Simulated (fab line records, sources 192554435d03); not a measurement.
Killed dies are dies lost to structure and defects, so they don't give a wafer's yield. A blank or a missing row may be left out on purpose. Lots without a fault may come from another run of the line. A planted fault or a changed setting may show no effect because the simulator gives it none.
Chamber matching | flow n5_finfet | N5_BEOL_M8_STRIP_36 on rie_diel-02: 4 sister chambers
The step strips in N2/H2. 4 wafers are shown with their chamber, then 9 later ones without.

WAFERS WITH THEIR CHAMBER
wafer  | chamber | showerhead_plenum_p_Torr (Torr)
L083.5 | 0       | 2.45
L083.6 | 1       | 2.68
L085.4 | 3       | 2.59
L085.5 | 2       | 2.41

WAFERS WITHOUT THEIR CHAMBER
wafer  | showerhead_plenum_p_Torr (Torr)
L087.3 | 2.45
L087.4 | 2.68
L087.6 | 2.59
L089.1 | 2.59
L089.4 | 2.41
L089.6 | 2.41
L092.1 | 2.67
L092.4 | 2.40
L092.5 | 2.40

WHICH CHAMBER EACH WENT THROUGH
wafer  | from the rows above | in truth
L087.3 | 0                   | 0
L087.4 | 1                   | 1
L087.6 | 3                   | 3
L089.1 | 3                   | 3
L089.4 | 2                   | 2
L089.6 | 2                   | 2
L092.1 | 1                   | 1
L092.4 | 2                   | 2
L092.5 | 2                   | 2
Placed correctly: 9 of 9. Can't be placed from these rows: 0. Placed wrongly: 0.
How it was worked out, from the rows above alone: a wafer's distance from a chamber is the root of the sum, over the readings, of the square of ((its reading less the chamber's mean) divided by the reading's scatter). The wafer belongs to the nearest chamber; if the next one is less than 2 further off, it can't be placed. A chamber's mean is the mean of its shown wafers. The scatter: with one shown wafer a chamber, the root of the mean of the squares of how far each hidden wafer lies from its nearest shown one.
